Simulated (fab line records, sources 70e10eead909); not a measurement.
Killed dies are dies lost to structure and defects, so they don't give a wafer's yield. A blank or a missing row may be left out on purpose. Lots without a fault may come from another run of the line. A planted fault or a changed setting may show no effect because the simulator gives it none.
Chamber matching | flow nand_harc | NHARC_A_BLC_STRIP_21 on rie_diel-10: 4 sister chambers
The step strips in O2. 4 wafers are shown with their chamber, then 12 later ones without.

WAFERS WITH THEIR CHAMBER
wafer  | chamber | drypump_motor_current_A (A)
L084.2 | 2       | 5.0
L083.4 | 0       | 5.7
L091.3 | 3       | 5.4
L091.5 | 1       | 5.7

WAFERS WITHOUT THEIR CHAMBER
wafer  | drypump_motor_current_A (A)
L086.1 | 5.4
L086.2 | 5.7
L086.4 | 5.0
L089.2 | 5.7
L089.4 | 5.4
L089.6 | 5.4
L096.1 | 5.7
L096.5 | 5.6
L096.6 | 5.7
L093.2 | 5.4
L093.3 | 5.6
L093.5 | 5.4

WHICH CHAMBER EACH WENT THROUGH
wafer  | from the rows above     | in truth
L086.1 | 3                       | 3
L086.2 | can't be placed: 0 or 1 | 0
L086.4 | 2                       | 2
L089.2 | can't be placed: 0 or 1 | 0
L089.4 | 3                       | 3
L089.6 | 3                       | 3
L096.1 | can't be placed: 0 or 1 | 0
L096.5 | can't be placed: 0 or 1 | 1
L096.6 | can't be placed: 0 or 1 | 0
L093.2 | 3                       | 3
L093.3 | can't be placed: 0 or 1 | 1
L093.5 | 3                       | 3
Placed correctly: 6 of 12. Can't be placed from these rows: 6 (the true chamber is among the candidates in 6). Placed wrongly: 0.
How it was worked out, from the rows above alone: a wafer's distance from a chamber is the root of the sum, over the readings, of the square of ((its reading less the chamber's mean) divided by the reading's scatter). The wafer belongs to the nearest chamber; if the next one is less than 2 further off, it can't be placed. A chamber's mean is the mean of its shown wafers. The scatter: with one shown wafer a chamber, the root of the mean of the squares of how far each hidden wafer lies from its nearest shown one.
